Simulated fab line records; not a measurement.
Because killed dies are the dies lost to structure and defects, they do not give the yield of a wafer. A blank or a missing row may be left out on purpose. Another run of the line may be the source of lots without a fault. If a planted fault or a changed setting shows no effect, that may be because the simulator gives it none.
Split-lot trial	flow n5 finfet	21 wafers read across 7 lots, on a route 1938 steps long

ON THE SPLIT
At N5_BEOL_M12_SPUTTER_44 (material Ta, target thk 10 nm, time 16.13 s), the setting time s was moved away from the recipe's 16.13 s on 7 of the 21 wafers read, by -6.4% to +13.6%. For the rest of the wafers, this setting stayed at what the recipe calls for.

The reading comes from the split's own step.

THE READING
Ta_of_BEOL_M12_SPUTTER_44.thk nm (the simulator's own value, which no gauge read), in nm, at N5_BEOL_M12_SPUTTER_44 (material Ta, target thk 10 nm, time 16.13 s). The file does not state a usual value for it. Across the 14 wafers here that went through the recipe, the average is 9.9 nm and the standard deviation 0.12 nm.

wafer	tool, chamber at the split	time s as run, s	against the recipe	Ta_of_BEOL_M12_SPUTTER_44.thk nm, nm	against lot-mates on the recipe
L079.3	pvd sputter-02, -	16.13	recipe	9.8	-
L079.5	pvd sputter-02, -	16.13	recipe	9.8	-
L079.6	pvd sputter-02, -	16.13	recipe	9.8	-
L084.1	pvd sputter-01, -	16.13	recipe	10	-
L084.2	pvd sputter-01, -	15.1	-6.4%	9.4	-0.6
L084.6	pvd sputter-01, -	15.1	-6.4%	9.4	-0.6
L085.2	pvd sputter-03, -	16.13	recipe	10	-
L085.5	pvd sputter-03, -	16.13	recipe	10	-
L085.6	pvd sputter-03, -	16.13	recipe	10	-
L091.1	pvd sputter-01, -	16.13	recipe	10	-
L091.4	pvd sputter-01, -	16.13	recipe	9.8	-
L091.5	pvd sputter-01, -	16.13	recipe	10.2	-
L092.3	pvd sputter-03, -	16.13	recipe	10	-
L092.4	pvd sputter-03, -	16.13	recipe	10	-
L092.5	pvd sputter-03, -	17.41	+7.9%	10.6	+0.6
L096.2	pvd sputter-03, -	17.63	+9.3%	11	no lot-mate on the recipe
L096.3	pvd sputter-03, -	17.63	+9.3%	11	no lot-mate on the recipe
L096.4	pvd sputter-03, -	17.63	+9.3%	11	no lot-mate on the recipe
L097.1	pvd sputter-02, -	16.13	recipe	10	-
L097.2	pvd sputter-02, -	18.32	+13.6%	11.4	+1.5
L097.4	pvd sputter-02, -	16.13	recipe	9.8	-

THE FIT
A straight line over all 21 wafers: Ta_of_BEOL_M12_SPUTTER_44.thk nm changes by +0.103 nm for each +1% of time s; r = +0.98; the points scatter about the line by 0.12 nm.
The same after taking each lot's own level away (the mean of its wafers on the recipe; 18 wafers): +0.0997 nm for each +1%; r = +0.98; scatter 0.1 nm.
According to that fit, moving time s by its largest amount changes the reading by 1.4 nm.
From 9.80 to 10.00 nm: that is the span of the lots' own levels, equal to 1.7 times the standard deviation above.
The two slopes agree, so the slope changes little with the lot-to-lot level.
Check: +1.15 nm against its lot-mates is what the line predicts for one of the wafers moved furthest among these (+13.6%) when that wafer is left out of the fit. It came out at +1.5 nm against them.

ADDITIONAL SPLITS CARRIED BY THESE WAFERS
Other splits were also applied to these wafers ahead of the reading. Each is held against what the fit with the lots' levels taken away leaves over:
other split on the same wafers	wafers away from the commonest value	r with Ta_of_BEOL_M12_SPUTTER_44.thk nm (lot level and that fit taken away)
N5_BEOL_M10_COAT_22 spin rpm	8	-0.14
N5_BEOL_M11_EXPOSE_25 dose mj	11	+0.16
N5_BEOL_M11_VIA_ETCH_34 time s	4	-0.26
N5_BEOL_M12_TRENCH_ETCH_34 time s	7	-0.16

THE FILE'S OWN FIT
Ta_of_BEOL_M12_SPUTTER_44.thk nm changes by +0.101 nm for each +1% of time s, r = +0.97.
